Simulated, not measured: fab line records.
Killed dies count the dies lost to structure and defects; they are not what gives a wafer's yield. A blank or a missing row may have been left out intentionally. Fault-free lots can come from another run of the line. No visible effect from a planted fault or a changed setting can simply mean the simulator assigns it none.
The tool behind it: which one? + flow n5_finfet + 10 lots, 29 wafers sampled, at 5 steps of a route of 1938

== WHAT THE GAUGES SHOWED, per wafer ==
N5_BEOL_M4_RC_MEAS_101.
| lot  | measured     | on        | DIBL_N (mV/V)  | DIBL_P (mV/V)  | IOFF_N (nA/um)    | IOFF_P (nA/um) | ION_N (uA/um) | ION_P (uA/um) | RC_DENSE_P (ohm.um) | RC_P (ohm.um)  | REXT_P (ohm.um)   | SS_N (mV/dec)  | SS_P (mV/dec)  | VT_N (mV)         | VT_P (mV)      |
|------|--------------|-----------|----------------|----------------|-------------------|----------------|---------------|---------------|---------------------|----------------|-------------------|----------------|----------------|-------------------|----------------|
| L613 | day 9 05:26  | prober-01 | 35.0 38.3 39.0 | 33.2 38.5 38.7 | 0.116 0.186 0.196 | 0.17 0.26 0.26 | 670 688 700   | 455 474 477   | 23.3 23.1 22.3      | 18.9 18.8 18.4 | 100.8 98.6 98.6   | 71.2 72.9 72.4 | 73.0 73.9 73.9 | 252.2 245.6 245.2 | -252 -247 -246 |
| L614 | day 13 19:13 | prober-01 | 34.5 36.8 37.0 | 35.1 38.3 39.3 | 0.143 0.181 0.202 | 0.19 0.23 0.26 | 664 683 688   | 458 470 469   | 23.7 23.6 23.5      | 19.3 19.2 19.4 | 99.7 97.9 99.4    | 71.8 71.7 72.3 | 73.2 74.0 73.5 | 250.0 249.0 244.7 | -254 -251 -247 |
| L615 | day 11 04:26 | prober-02 | 32.7 35.9 36.7 | 32.2 34.8 36.0 | 0.103 0.140 0.152 | 0.16 0.19 0.20 | 668 672 678   | 463 457 458   | 23.4 23.0 23.1      | 19.0 18.8 18.7 | 98.9 99.1 98.9    | 70.7 70.7 70.6 | 72.2 73.0 73.6 | 255.7 251.5 250.0 | -256 -255 -251 |
| L618 | day 12 00:50 | prober-02 | 34.7 35.7 35.7 | 35.6 36.4 36.5 | 0.134 0.155 0.146 | 0.18 0.20 0.19 | 666 679 674   | 460 461 465   | 22.4 22.7 24.2      | 18.5 18.4 19.8 | 104.4 104.3 105.1 | 71.4 71.4 71.2 | 72.7 72.8 72.5 | 252.2 248.9 249.6 | -252 -251 -251 |
| L620 | day 12 12:19 | prober-01 | 32.5 35.8 33.1 | 32.9 37.7 34.8 | 0.102 0.158 0.113 | 0.15 0.21 0.17 | 657 673 662   | 452 465 463   | 23.5 24.4 23.6      | 19.3 19.6 19.4 | 103.0 103.7 101.4 | 70.8 71.1 70.6 | 71.7 73.0 72.3 | 255.7 249.3 252.1 | -254 -248 -254 |
| L621 | day 12 18:04 | prober-02 | 35.3 37.6 35.9 | 34.8 36.5 35.5 | 0.139 0.168 0.142 | 0.19 0.21 0.19 | 680 674 670   | 463 459 453   | 23.4 23.7 24.2      | 19.1 19.5 19.6 | 97.8 99.8 100.2   | 71.2 72.3 71.2 | 73.5 73.3 73.5 | 248.6 250.2 251.0 | -253 -250 -254 |
| L623 | day 13 09:31 | prober-01 | 38.1 36.0 37.3 | 39.2 36.2 37.9 | 0.194 0.148 0.170 | 0.22 0.17 0.20 | 699 669 677   | 468 449 454   | 24.1 25.0 23.9      | 19.7 20.3 19.3 | 98.1 99.9 97.7    | 71.7 71.4 71.6 | 73.8 73.2 73.6 | 248.7 251.7 249.3 | -251 -256 -255 |
| L624 | day 13 12:22 | prober-02 | 35.6 37.3 38.7 | 36.0 38.0 38.1 | 0.124 0.157 0.185 | 0.18 0.21 0.22 | 651 668 668   | 450 456 457   | 23.6 23.4 22.9      | 19.3 19.1 18.7 | 99.7 99.5 98.0    | 71.6 72.5 72.8 | 72.4 72.9 73.2 | 252.7 251.6 248.1 | -252 -251 -249 |
| L629 | day 14 18:20 | prober-01 | 34.8 32.6 35.5 | 35.1 32.5 35.8 | 0.140 0.105 0.151 | 0.18 0.15 0.20 | 665 658 662   | 452 454 457   | 23.1 21.9 23.5      | 18.7 18.0 19.2 | 96.7 94.7 94.7    | 71.5 70.6 70.9 | 73.5 73.3 73.1 | 250.6 256.1 249.8 | -255 -255 -253 |
| L633 | day 15 06:32 | prober-02 | 35.8 34.3      | 36.0 33.4      | 0.154 0.134       | 0.23 0.17      | 668 668       | 470 448       | 23.9 27.7           | 19.6 22.6      | 100.2 115.0       | 70.8 70.7      | 72.6 72.6      | 248.9 252.2       | -245 -249      |

== TOOL THAT RAN EACH LOT (tool first, then ch and the chambers of the sampled wafers, then the start) ==
| lot  | N5_SD_EPI_P_ETCH_47               | N5_BEOL_M4_SPUTTER_96        | N5_BEOL_M4_PRE_CLEAN_60          | N5_BEOL_M4_CO_CAP_55             |
|------|-----------------------------------|------------------------------|----------------------------------|----------------------------------|
| L613 | rie_diel-02 ch 0,2,3, day 3 21:49 | pvd_sputter-03, day 9 04:20  | cvd_co-01 ch 1,2, day 9 05:10    | cvd_co-01 ch 1,2, day 9 05:13    |
| L614 | rie_diel-06 ch 2,3, day 3 22:07   | pvd_sputter-02, day 13 17:42 | cvd_co-02 ch 0,1, day 13 18:36   | cvd_co-02 ch 0,1, day 13 18:38   |
| L615 | rie_diel-02 ch 0,3, day 4 09:25   | pvd_sputter-02, day 11 02:53 | cvd_co-01 ch 0,1,2, day 11 03:43 | cvd_co-01 ch 0,1,2, day 11 03:47 |
| L618 | rie_diel-02 ch 0,1, day 4 17:57   | pvd_sputter-03, day 11 23:35 | cvd_co-02 ch 0,2, day 12 00:25   | cvd_co-02 ch 0,2, day 12 00:27   |
| L620 | rie_diel-02 ch 0,1,3, day 5 09:53 | pvd_sputter-03, day 12 11:13 | cvd_co-01 ch 0,1, day 12 12:02   | cvd_co-01 ch 0,1, day 12 12:05   |
| L621 | rie_diel-04 ch 1,2,3, day 5 10:02 | pvd_sputter-01, day 12 16:49 | cvd_co-02 ch 0,1, day 12 17:38   | cvd_co-02 ch 0,1, day 12 17:41   |
| L623 | rie_diel-02 ch 0,1, day 6 02:14   | pvd_sputter-03, day 13 06:07 | cvd_co-01 ch 0,1, day 13 09:14   | cvd_co-01 ch 0,1, day 13 09:17   |
| L624 | rie_diel-06 ch 1,2,3, day 6 11:11 | pvd_sputter-01, day 13 10:56 | cvd_co-01 ch 1,2, day 13 11:56   | cvd_co-01 ch 1,2, day 13 11:59   |
| L629 | rie_diel-02 ch 0,2,3, day 7 12:10 | pvd_sputter-01, day 14 16:33 | cvd_co-02 ch 1,2, day 14 17:51   | cvd_co-02 ch 1,2, day 14 17:55   |
| L633 | rie_diel-02 ch 1,3, day 8 14:27   | pvd_sputter-03, day 15 05:25 | cvd_co-01 ch 0, day 15 06:15     | cvd_co-01 ch 0, day 15 06:17     |
- N5_SD_EPI_P_ETCH_47: etches SiOCN in CH3F/O2, target depth 25 nm.
- N5_BEOL_M4_SPUTTER_96: material Cu, target thk 4.5 nm, time 8.29 s.
- N5_BEOL_M4_PRE_CLEAN_60: time 15 s.
- N5_BEOL_M4_CO_CAP_55: material Co, precursor CCTBA/H2, target thk 2 nm, time 102.1 s.

== WHAT THE TOOLS THEMSELVES READ (means of the sampled wafers that have a number; where no wafer has one, the mark that the record gives instead) ==
N5_SD_EPI_P_ETCH_47.
| lot  | tool        | drypump_motor_current_A (A) | oes_o_777_au (a.u.) | oes_product_au (a.u.) | rf_vpp_V (V) | showerhead_plenum_p_Torr (Torr) | throttle_valve_pct (%) |
|------|-------------|-----------------------------|---------------------|-----------------------|--------------|---------------------------------|------------------------|
| L613 | rie_diel-02 | 5.5                         | 0.73                | 0.72                  | 128.2        | 2.01                            | 16.40                  |
| L614 | rie_diel-06 | 5.3                         | 0.77                | 0.76                  | 128.8        | 1.98                            | 16.53                  |
| L615 | rie_diel-02 | 5.6                         | 0.73                | 0.73                  | 125.8        | 2.00                            | 16.48                  |
| L618 | rie_diel-02 | 5.6                         | 0.71                | 0.72                  | 128.3        | 2.00                            | 16.33                  |
| L620 | rie_diel-02 | 5.8                         | 0.72                | 0.72                  | 126.7        | 1.98                            | 16.34                  |
| L621 | rie_diel-04 | 5.7                         | 0.73                | 0.72                  | 126.9        | 1.99                            | 16.48                  |
| L623 | rie_diel-02 | 5.6                         | 0.70                | 0.71                  | 128.4        | 2.00                            | 16.36                  |
| L624 | rie_diel-06 | 5.4                         | 0.75                | 0.75                  | 129.1        | 1.97                            | 16.46                  |
| L629 | rie_diel-02 | 5.5                         | 0.70                | 0.71                  | 128.7        | 1.99                            | 16.46                  |
| L633 | rie_diel-02 | 5.8                         | 0.71                | 0.71                  | 125.1        | 1.93                            | 16.30                  |

N5_BEOL_M4_SPUTTER_96.
| lot  | tool           | throttle_valve_pct (%) |
|------|----------------|------------------------|
| L613 | pvd_sputter-03 | 29.8                   |
| L614 | pvd_sputter-02 | 30.5                   |
| L615 | pvd_sputter-02 | 30.2                   |
| L618 | pvd_sputter-03 | 29.6                   |
| L620 | pvd_sputter-03 | 30.0                   |
| L621 | pvd_sputter-01 | 29.9                   |
| L623 | pvd_sputter-03 | 30.4                   |
| L624 | pvd_sputter-01 | 30.4                   |
| L629 | pvd_sputter-01 | 31.0                   |
| L633 | pvd_sputter-03 | 29.6                   |

N5_BEOL_M4_PRE_CLEAN_60.
| lot  | tool      | heater_power_w (W) |
|------|-----------|--------------------|
| L613 | cvd_co-01 | 85                 |
| L614 | cvd_co-02 | 97                 |
| L615 | cvd_co-01 | 84                 |
| L618 | cvd_co-02 | 81                 |
| L620 | cvd_co-01 | 81                 |
| L621 | cvd_co-02 | 96                 |
| L623 | cvd_co-01 | 80                 |
| L624 | cvd_co-01 | 86                 |
| L629 | cvd_co-02 | 83                 |
| L633 | cvd_co-01 | 78                 |

N5_BEOL_M4_CO_CAP_55.
| lot  | tool      | heater_power_w (W) |
|------|-----------|--------------------|
| L613 | cvd_co-01 | 235                |
| L614 | cvd_co-02 | 251                |
| L615 | cvd_co-01 | 235                |
| L618 | cvd_co-02 | 228                |
| L620 | cvd_co-01 | 228                |
| L621 | cvd_co-02 | 251                |
| L623 | cvd_co-01 | 227                |
| L624 | cvd_co-01 | 236                |
| L629 | cvd_co-02 | 236                |
| L633 | cvd_co-01 | 229                |

== THE ANSWER, worked out from the rows above alone ==
Rule: what is usual is taken from the lots themselves. Put in order of their means at a reading, lots are off if they are a third of the lots or fewer, leave a main group of 4 or more, and stand apart from it by a gap of 3 or more times the standard deviation of the main group's means; of several such gaps the widest counts. Not used: any main group whose means are identical at the precision the tables above print for the reading. Also off: a lot with no number at a reading for which 4 or more lots have one. All remaining lots with rows at the step are treated as sound. First the gauges in route order, then the tools' own readings, where a lot's mean is used as printed above. At the first step where some lot is off, the reading lying furthest off is the one used; lots without a number count as furthest.
Off: L633, seen at N5_BEOL_M4_RC_MEAS_101 (RC_P). The main group: mean 19.1 ohm.um, standard deviation 0.36.
If a tool, at a process step before that reading, ran all the lots that are off and no sound lot after the first of them, it fits. The gauges at N5_BEOL_M4_RC_MEAS_101 aren't tried: what is off there is off at N5_SD_EPI_P_ETCH_47 too, on other tools, and a gauge's error can't cause that. Can't be told from this: 3 tools fit, rie_diel-02 at N5_SD_EPI_P_ETCH_47, pvd_sputter-03 at N5_BEOL_M4_SPUTTER_96, cvd_co-01 at N5_BEOL_M4_PRE_CLEAN_60 and N5_BEOL_M4_CO_CAP_55.

== WHAT THE SIMULATOR HAD PUT IN ==
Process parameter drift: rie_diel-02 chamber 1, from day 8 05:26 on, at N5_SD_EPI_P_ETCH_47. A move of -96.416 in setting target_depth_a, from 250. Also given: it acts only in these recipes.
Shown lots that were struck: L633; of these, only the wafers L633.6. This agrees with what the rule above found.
